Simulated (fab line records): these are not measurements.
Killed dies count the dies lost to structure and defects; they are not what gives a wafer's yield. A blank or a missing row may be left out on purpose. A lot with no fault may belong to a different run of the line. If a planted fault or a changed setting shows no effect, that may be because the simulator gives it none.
Which tool is to blame? || flow n5 finfet || at 1 step of a route of 1938, 10 lots with 30 wafers sampled

== WHAT THE GAUGES SHOWED, per wafer ==
N5_BEOL_M11_CD_MEAS_28: target cd 70 nm.
{"lot": "L586", "measured": "day 10 11:02", "on": "cd sem-03", "cd nm (nm)": "71.0 70.5 71.2"}
{"lot": "L590", "measured": "day 11 10:01", "on": "cd sem-02", "cd nm (nm)": "68.6 69.1 68.0"}
{"lot": "L592", "measured": "day 11 17:46", "on": "cd sem-02", "cd nm (nm)": "70.3 69.1 71.9"}
{"lot": "L593", "measured": "day 12 14:04", "on": "cd sem-03", "cd nm (nm)": "69.6 70.0 70.6"}
{"lot": "L603", "measured": "day 14 21:57", "on": "cd sem-03", "cd nm (nm)": "71.2 71.1 71.3"}
{"lot": "L602", "measured": "day 15 04:01", "on": "cd sem-02", "cd nm (nm)": "70.1 70.7 71.2"}
{"lot": "L604", "measured": "day 15 09:55", "on": "cd sem-02", "cd nm (nm)": "71.6 71.2 70.6"}
{"lot": "L605", "measured": "day 15 23:22", "on": "cd sem-01", "cd nm (nm)": "71.9 70.8 70.7"}
{"lot": "L607", "measured": "day 16 15:55", "on": "cd sem-01", "cd nm (nm)": "69.0 69.4 69.1"}
{"lot": "L606", "measured": "day 16 16:22", "on": "cd sem-03", "cd nm (nm)": "69.3 69.1 68.7"}

== WHICH TOOL RAN EACH LOT (tool, then ch and the chambers of the sampled wafers, then the start) ==
Before these readings, the record contains no process step.

== AS READ BY THE TOOLS THEMSELVES (means over the sampled wafers that have a number; for cases with no such wafer, the mark the record gives instead) ==
The record holds no such reading with a usual standard deviation.

== THE ANSWER, worked out from the rows above alone ==
Rule: usual is defined by the lots themselves. The widest of any qualifying gaps counts: lots, ordered by their means at a reading, are off when they make up no more than a third of the lots, leave a main group of 4 or more, and stand apart from it by 3 or more times the standard deviation of that group's means. The tables above print the reading to a certain number of digits; a main group whose means all agree to those digits is not used. A lot without any number at a reading at which 4 lots or more have one is off too. All remaining lots with rows at the step are treated as sound. Order of review: gauges by route order, followed by the tools' own readings, for which a lot's mean as printed above is used. At the first step where some lot is off, the reading lying furthest off is the one used; lots without a number count as furthest.
No lot is off at any reading shown: from this, nothing can be told.

== WHAT HAD BEEN PUT IN BY THE SIMULATOR ==
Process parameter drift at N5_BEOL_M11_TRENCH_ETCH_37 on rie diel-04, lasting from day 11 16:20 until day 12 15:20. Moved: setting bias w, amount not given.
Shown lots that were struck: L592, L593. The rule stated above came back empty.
